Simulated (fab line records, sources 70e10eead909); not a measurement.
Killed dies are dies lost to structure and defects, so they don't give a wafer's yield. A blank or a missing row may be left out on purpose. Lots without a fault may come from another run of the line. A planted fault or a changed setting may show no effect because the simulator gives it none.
fab line records | flow nand_harc
record lots=6 wafers=16 last_day=32
route steps=1302 shown A_ONON_D1@432 END@1302
lots that met no fault: from a run of the same line without faults
start_h: hours from the record's first day to the start of the lot's first wafer shown | wait_h: hours since the lot's step before | " the same as in the row above | L1.1+2: a row that stands for several wafers | - no value, or no start given | * or withheld: withheld | < > ~ a bound
route shown NAME@n: a module of which the file shows steps, and the number in the route of the first | usual: mean/standard deviation of fault-free wafers | same: alike in all rows | chamber/n: place in a boat | sites: the reading at each site | _std_site: their standard deviation | _edge_site: outer sites' mean less inner sites' | radius_mm: how far each site lies from the wafer's centre | mask NAME#n: copy n | behind: the tool/chamber that last shaped the wafer | hold: why the lot was held/for how many hours/how that ended | device: the transistor (n, p or np) that didn't switch | end of line: the same wafers' tests at the end of the route | a step without rows: its recipe alone | killed: dies lost to structure and defects at the first sort, not the wafer's yield | map: a wafer's dies, x killed, . not, _ none there
set.NAME: the setting as run; set.NAME@STEP: as run at that earlier step | model.NAME: the simulator's own value behind a step, which no gauge read
lots at some steps of the route; a table a step, a row a wafer
services: from which hour (start_h, from the record's first day; less than 0 if before it) a tool's chamber was out of use, for how many hours, and why
## steps
# step NHARC_A_ONON_D1_DEP_12
# recipe target_thk_a=10000 n2_flow_sccm=2750 n2o_flow_sccm=2000 nh3_flow_sccm=500 sih4_flow_sccm=210 temp_c=400
# step NHARC_A_ONON_D1_THK_MEAS_14
# recipe thk_meas_gauge=ellipsometry
# usual thk_nm=996/8.9
# columns lot.wafer tool chamber start_h wait_h thk_nm
L151.4 film_metro-01 - 186.38 - 1008
L151.5 " - " " 1009
L151.6 " - " " 1010
L152.3 film_metro-01 - 195.61 - 1000
L152.4 " - " " 1001
L152.6 " - " " 1000
L161.1 film_metro-02 - 282.91 - 980
L161.2 " - " " 980
L161.5 " - " " 980
L160.2 film_metro-02 - 282.92 - 994
L160.3 " - " " 995
L160.5 " - " " 996
L170.1 film_metro-02 - 366.66 - 1015
L170.2 " - " " 1016
L171.2 film_metro-01 - 382.39 - 1003
L171.5 " - " " 1002
# step NHARC_A_ONON_D1_ANNEAL_15
# recipe temp_c=750 time_s=3600
# step NHARC_A_ONON_D1_DEP_16
# recipe target_thk_a=10000 n2_flow_sccm=2750 n2o_flow_sccm=2000 nh3_flow_sccm=500 sih4_flow_sccm=210 temp_c=400
# step NHARC_A_ONON_D1_THK_MEAS_18
# recipe thk_meas_gauge=ellipsometry
# usual thk_nm=1001/9.9
# columns lot.wafer tool chamber start_h wait_h thk_nm
L151.4 film_metro-01 - 197.03 - 996
L151.5 " - " " 997
L151.6 " - " " 997
L152.3 film_metro-01 - 205.74 - 1004
L152.4 " - " " 1005
L152.6 " - " " 1005
L161.1 film_metro-02 - 290.62 - 999
L161.2 " - " " 1001
L161.5 " - " " 1000
L160.2 film_metro-01 - 290.63 - 1003
L160.3 " - " " 1005
L160.5 " - " " 1005
L170.1 film_metro-01 - 374.73 - 998
L170.2 " - " " 997
L171.2 film_metro-01 - 390.18 - 993
L171.5 " - " " 994
# step NHARC_A_ONON_D1_DEP_19
# recipe target_thk_a=10000 n2_flow_sccm=2750 n2o_flow_sccm=2000 nh3_flow_sccm=500 sih4_flow_sccm=210 temp_c=400
# step NHARC_A_ONON_D1_THK_MEAS_21
# recipe thk_meas_gauge=ellipsometry
# usual thk_nm=1002/13
# columns lot.wafer tool chamber start_h wait_h thk_nm
L151.4 film_metro-01 - 197.60 - 978
L151.5 " - " " 978
L151.6 " - " " 978
L152.3 film_metro-01 - 206.30 - 1010
L152.4 " - " " 1010
L152.6 " - " " 1010
L161.1 film_metro-01 - 291.20 - 991
L161.2 " - " " 990
L161.5 " - " " 990
L160.2 film_metro-02 - 291.20 - 986
L160.3 " - " " 986
L160.5 " - " " 986
L170.1 film_metro-01 - 375.31 - 1017
L170.2 " - " " 1020
L171.2 film_metro-02 - 390.74 - 1005
L171.5 " - " " 1005
# step NHARC_A_ONON_D1_DEP_22
# recipe target_thk_a=10000 n2_flow_sccm=2750 n2o_flow_sccm=2000 nh3_flow_sccm=500 sih4_flow_sccm=210 temp_c=400
# step NHARC_A_ONON_D1_THK_MEAS_24
# recipe thk_meas_gauge=ellipsometry
# usual thk_nm=1003/9.6
# columns lot.wafer tool chamber start_h wait_h thk_nm
L151.4 film_metro-01 - 198.16 - 1000
L151.5 " - " " 1001
L151.6 " - " " 1001
L152.3 film_metro-01 - 206.87 - 1005
L152.4 " - " " 1007
L152.6 " - " " 1009
L161.1 film_metro-02 - 291.76 - 991
L161.2 " - " " 992
L161.5 " - " " 991
L160.2 film_metro-01 - 291.77 - 986
L160.3 " - " " 986
L160.5 " - " " 984
L170.1 film_metro-01 - 375.87 - 995
L170.2 " - " " 996
L171.2 film_metro-01 - 391.31 - 1023
L171.5 " - " " 1022
# step NHARC_A_ONON_D1_DEP_25
# recipe target_thk_a=10000 n2_flow_sccm=2750 n2o_flow_sccm=2000 nh3_flow_sccm=500 sih4_flow_sccm=210 temp_c=400
# step NHARC_A_ONON_D1_THK_MEAS_27
# recipe thk_meas_gauge=ellipsometry
# usual thk_nm=1003/10
# columns lot.wafer tool chamber start_h wait_h thk_nm
L151.4 film_metro-01 - 198.73 - 1025
L151.5 " - " " 1022
L151.6 " - " " 1025
L152.3 film_metro-01 - 207.45 - 997
L152.4 " - " " 998
L152.6 " - " " 996
L161.1 film_metro-01 - 292.32 - 1001
L161.2 " - " " 1002
L161.5 " - " " 1002
L160.2 film_metro-02 - 292.34 - 997
L160.3 " - " " 997
L160.5 " - " " 996
L170.1 film_metro-01 - 376.44 - 1013
L170.2 " - " " 1013
L171.2 film_metro-02 - 391.87 - 1011
L171.5 " - " " 1012
# step NHARC_A_ONON_D1_DEP_28
# recipe target_thk_a=10000 n2_flow_sccm=2750 n2o_flow_sccm=2000 nh3_flow_sccm=500 sih4_flow_sccm=210 temp_c=400
# columns lot.wafer tool chamber start_h wait_h
L151.4+5+6 pecvd_onon-03 0 198.96 0.2
L152.3+4+6 pecvd_onon-02 0 207.62 0.2
L161.1+2+5 pecvd_onon-04 0 292.38 0.1
L160.2+3+5 pecvd_onon-02 0 292.46 0.1
L170.1+2 pecvd_onon-04 0 376.49 0.1
L171.2+5 pecvd_onon-04 0 392.01 0.1
# step NHARC_A_ONON_D1_THK_MEAS_30
# recipe thk_meas_gauge=ellipsometry
# usual thk_nm=1001/10
# columns lot.wafer tool chamber start_h wait_h thk_nm
L151.4 film_metro-01 - 199.31 - 1000
L151.5 " - " " 999
L151.6 " - " " 999
L152.3 film_metro-01 - 208.01 - 1018
L152.4 " - " " 1018
L152.6 " - " " 1019
L161.1 film_metro-02 - 292.89 - 1001
L161.2 " - " " 998
L161.5 " - " " 1000
L160.2 film_metro-01 - 292.91 - 1000
L160.3 " - " " 1000
L160.5 " - " " 999
L170.1 film_metro-01 - 377.00 - 1004
L170.2 " - " " 1932
L171.2 film_metro-02 - 392.46 - 1935
L171.5 " - " " 1934
# step NHARC_A_ONON_D1_DEP_33
# recipe target_thk_a=2000 temp_c=400 pressure_torr=6.5 rf_w=900 teos_flow_sccm=161.4 flow_sccm=2650 target_thk_nm=200 gas=O2 material=SiO2
# usual heater_power_w=520/86 mfc_precursor_sccm=161.4/0.57 throttle_valve_pct=16.1/0.57
# columns lot.wafer tool chamber start_h wait_h heater_power_w mfc_precursor_sccm since_wet_clean_h throttle_valve_pct
L151.6 pecvd-02 1 199.50 0.2 443 160.9 - 16.3
L151.5 " 2 " " 454 161.3 - 16.0
L151.4 " 0 " " 556 162.2 - 16.3
L152.3 pecvd-02 2 208.07 0.1 374 161.7 149 16.5
L152.6 " 0 " " 482 161.4 - 16.4
L152.4 " 1 " " 414 162.3 - 16.2
L160.2 pecvd-03 2 292.97 0.1 411 162.2 95 16.6
L160.3 " 0 " " 447 161.9 95 15.3
L160.5 " 0 " " 463 161.1 - 15.3
L161.1 pecvd-01 1 293.00 0.1 708 161.2 150 17.3
L161.2 " 2 " " 575 160.5 150 16.7
L161.5 " 0 " " 438 161.6 - 15.7
L170.2 pecvd-01 0 377.15 0.1 519 161.6 53 15.7
L170.1 " 1 " " 649 160.9 53 16.9
L171.2 pecvd-01 0 392.61 0.1 481 161.7 68 15.4
L171.5 " 2 " " 576 162.5 - 16.1
# step NHARC_END_SORT_01
# recipe temp_c=25
# usual killed_at_array=59/19 killed_at_other=0.6/0.85 killed_at_periphery=3.8/2.5 killed_dies=64/19 killed_open=3.3/1.8 killed_short=2.2/1.6
# same gross_dies=677
# columns lot.wafer tool chamber start_h wait_h killed_at_array killed_at_other killed_at_periphery killed_dies killed_open killed_short
L160.2 prober-02 0 682.53 2.8 59 1 4 64 8 0
L160.3 prober-02 0 683.33 3.1 74 0 0 74 5 2
L160.5 prober-02 0 684.94 3.7 55 0 7 62 2 3
L170.2 prober-01 0 772.95 2.8 673 0 4 677 3 3
L171.2 prober-02 0 773.56 2.8 673 2 2 677 3 2
L171.5 prober-02 0 775.93 3.7 670 3 4 677 2 2
# killed by level:class
L160.2 A_CHANNEL_HOLE_D1:chamber_film_flake=21 A_CHANNEL_HOLE_D2:chamber_film_flake=19 A_CONTACT:chamber_film_flake=4 A_ZERO_WELL:chamber_film_flake=3 A_STAIRCASE:chamber_film_flake=3 A_WL_FILL:geometric_particle:open=2 P_GATE:chamber_film_flake=2 A_SLIT:chamber_film_flake=2
L160.3 A_CHANNEL_HOLE_D1:chamber_film_flake=35 A_CHANNEL_HOLE_D2:chamber_film_flake=21 A_CONTACT:chamber_film_flake=6 A_ZERO_WELL:chamber_film_flake=3 A_CHANNEL_FILL_D1:geometric_particle:open=2 A_ONON_D2:geometric_particle:open=1 A_CHANNEL_FILL_D2:geometric_particle:short=1 A_SGD_CUT:geometric_particle:short=1
L160.5 A_CHANNEL_HOLE_D1:chamber_film_flake=27 A_CHANNEL_HOLE_D2:chamber_film_flake=13 P_GATE:chamber_film_flake=5 A_CONTACT:chamber_film_flake=5 P_BONDPAD:chamber_film_flake=2 A_WL_FILL:chamber_film_flake=2 A_DECK1_JOINT:geometric_particle:short=1 A_ONON_D2:geometric_particle:short=1
L170.2 A_ONON_D1:area_dep=609 A_CHANNEL_HOLE_D2:chamber_film_flake=26 A_STAIRCASE:chamber_film_flake=11 A_CHANNEL_HOLE_D1:chamber_film_flake=8 A_CONTACT:chamber_film_flake=8 A_SLIT:chamber_film_flake=4 P_STI:chamber_film_flake=3 A_M1:geometric_particle:open=2
L171.2 A_ONON_D1:area_dep=622 A_SLIT:chamber_film_flake=21 A_CHANNEL_HOLE_D1:chamber_film_flake=17 A_STAIRCASE:chamber_film_flake=3 A_DECK1_JOINT:chamber_film_flake=2 A_CHANNEL_HOLE_D2:chamber_film_flake=2 THIN_TSV:chamber_film_flake=2 A_CHANNEL_FILL_D1:geometric_particle:short=1
L171.5 A_ONON_D1:area_dep=623 A_SLIT:chamber_film_flake=28 A_CHANNEL_HOLE_D1:chamber_film_flake=9 A_CONTACT:chamber_film_flake=3 THIN_TSV:chamber_film_flake=3 P_GATE:chamber_film_flake=2 A_STAIRCASE:chamber_film_flake=2 P_CONTACT:geometric_particle:open=1
# map L170.2 (x killed, . not)
____________x____________
_________xxxxxxx_________
_______xxxxxxxxxxx_______
______xxxxxxxxxxxxx______
_____xxxxxxxxxxxxxxx_____
____xxxxxxxxxxxxxxxxx____
____xxxxxxxxxxxxxxxxx____
___xxxxxxxxxxxxxxxxxxx___
___xxxxxxxxxxxxxxxxxxx___
__xxxxxxxxxxxxxxxxxxxxx__
__xxxxxxxxxxxxxxxxxxxxx__
_xxxxxxxxxxxxxxxxxxxxxxx_
_xxxxxxxxxxxxxxxxxxxxxxx_
_xxxxxxxxxxxxxxxxxxxxxxx_
_xxxxxxxxxxxxxxxxxxxxxxx_
_xxxxxxxxxxxxxxxxxxxxxxx_
xxxxxxxxxxxxxxxxxxxxxxxxx
xxxxxxxxxxxxxxxxxxxxxxxxx
xxxxxxxxxxxxxxxxxxxxxxxxx
xxxxxxxxxxxxxxxxxxxxxxxxx
xxxxxxxxxxxxxxxxxxxxxxxxx
_xxxxxxxxxxxxxxxxxxxxxxx_
_xxxxxxxxxxxxxxxxxxxxxxx_
_xxxxxxxxxxxxxxxxxxxxxxx_
_xxxxxxxxxxxxxxxxxxxxxxx_
_xxxxxxxxxxxxxxxxxxxxxxx_
__xxxxxxxxxxxxxxxxxxxxx__
__xxxxxxxxxxxxxxxxxxxxx__
___xxxxxxxxxxxxxxxxxxx___
___xxxxxxxxxxxxxxxxxxx___
____xxxxxxxxxxxxxxxxx____
____xxxxxxxxxxxxxxxxx____
_____xxxxxxxxxxxxxxx_____
______xxxxxxxxxxxxx______
_______xxxxxxxxxxx_______
_________xxxxxxx_________
____________x____________
# map L171.2 (x killed, . not)
____________x____________
_________xxxxxxx_________
_______xxxxxxxxxxx_______
______xxxxxxxxxxxxx______
_____xxxxxxxxxxxxxxx_____
____xxxxxxxxxxxxxxxxx____
____xxxxxxxxxxxxxxxxx____
___xxxxxxxxxxxxxxxxxxx___
___xxxxxxxxxxxxxxxxxxx___
__xxxxxxxxxxxxxxxxxxxxx__
__xxxxxxxxxxxxxxxxxxxxx__
_xxxxxxxxxxxxxxxxxxxxxxx_
_xxxxxxxxxxxxxxxxxxxxxxx_
_xxxxxxxxxxxxxxxxxxxxxxx_
_xxxxxxxxxxxxxxxxxxxxxxx_
_xxxxxxxxxxxxxxxxxxxxxxx_
xxxxxxxxxxxxxxxxxxxxxxxxx
xxxxxxxxxxxxxxxxxxxxxxxxx
xxxxxxxxxxxxxxxxxxxxxxxxx
xxxxxxxxxxxxxxxxxxxxxxxxx
xxxxxxxxxxxxxxxxxxxxxxxxx
_xxxxxxxxxxxxxxxxxxxxxxx_
_xxxxxxxxxxxxxxxxxxxxxxx_
_xxxxxxxxxxxxxxxxxxxxxxx_
_xxxxxxxxxxxxxxxxxxxxxxx_
_xxxxxxxxxxxxxxxxxxxxxxx_
__xxxxxxxxxxxxxxxxxxxxx__
__xxxxxxxxxxxxxxxxxxxxx__
___xxxxxxxxxxxxxxxxxxx___
___xxxxxxxxxxxxxxxxxxx___
____xxxxxxxxxxxxxxxxx____
____xxxxxxxxxxxxxxxxx____
_____xxxxxxxxxxxxxxx_____
______xxxxxxxxxxxxx______
_______xxxxxxxxxxx_______
_________xxxxxxx_________
____________x____________
## services
# columns tool chamber start_h hours kind
pecvd-03 - 185.00 13.0 pm
pecvd_onon-02 - 185.09 13.0 pm
pecvd_onon-03 - 186.71 2.8 repair
pecvd-02 - 214.44 2.0 repair
pecvd-02 - 227.00 13.0 pm
pecvd-02 0 227.00 13.0 vent_cycle
pecvd-02 1 227.00 13.0 vent_cycle
pecvd-02 2 227.00 13.0 vent_cycle
pecvd_onon-03 - 227.00 13.0 pm
pecvd-03 0 237.07 6.9 repair
pecvd-02 0 240.00 - clean
pecvd_onon-04 - 241.68 7.7 repair
pecvd-01 - 266.43 0.6 repair
pecvd-02 - 287.93 1.0 repair
pecvd-01 - 311.21 13.0 pm
pecvd-01 0 311.21 13.0 vent_cycle
pecvd-01 1 311.21 13.0 vent_cycle
pecvd-01 2 311.21 13.0 vent_cycle
pecvd_onon-04 - 311.91 13.0 pm
pecvd-01 0 324.21 - clean
pecvd-01 1 324.21 - clean
pecvd-01 2 324.21 - clean
pecvd-03 - 366.00 13.0 pm
pecvd_onon-02 - 366.09 13.0 pm
## key
first_sign step=NHARC_A_ONON_D1_THK_MEAS_30 reading=thk_nm direction=up sigmas=93 usual=1001 struck=1934
effect step=NHARC_END_SORT_01 reading=killed_dies direction=up sigmas=33 usual=64 struck=677
more_kills_born_at NHARC_A_ONON_D1_DEP_28@pecvd_onon-04=1854
met_at NHARC_A_ONON_D1_DEP_28
struck_wafers L170.2,L171.2,L171.5
later_rows_left_out L170.2,L171.2,L171.5
tester_left_out L170,L171
onset_between 292.38 376.49
fault kind=process_parameter_drift tool=pecvd_onon-04 chamber=- onset_h=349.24 steps=NHARC_A_ONON_D1_DEP_28 channel=target_thk_a offset=* shape=step end_h=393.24 scope=struck_wafers_only acts_in=* stated=*
# tester_left_out: of these lots the tester's yield and bins aren't shown, on N5 and GAA mostly nor the transistor test; their killed dies are dies lost to structure and defects alone, not to doping, threshold or leakage, so they don't give the yield
# later_rows_left_out: the simulator's readings of these wafers behind a module that went badly wrong aren't trusted and aren't shown, but for the sort
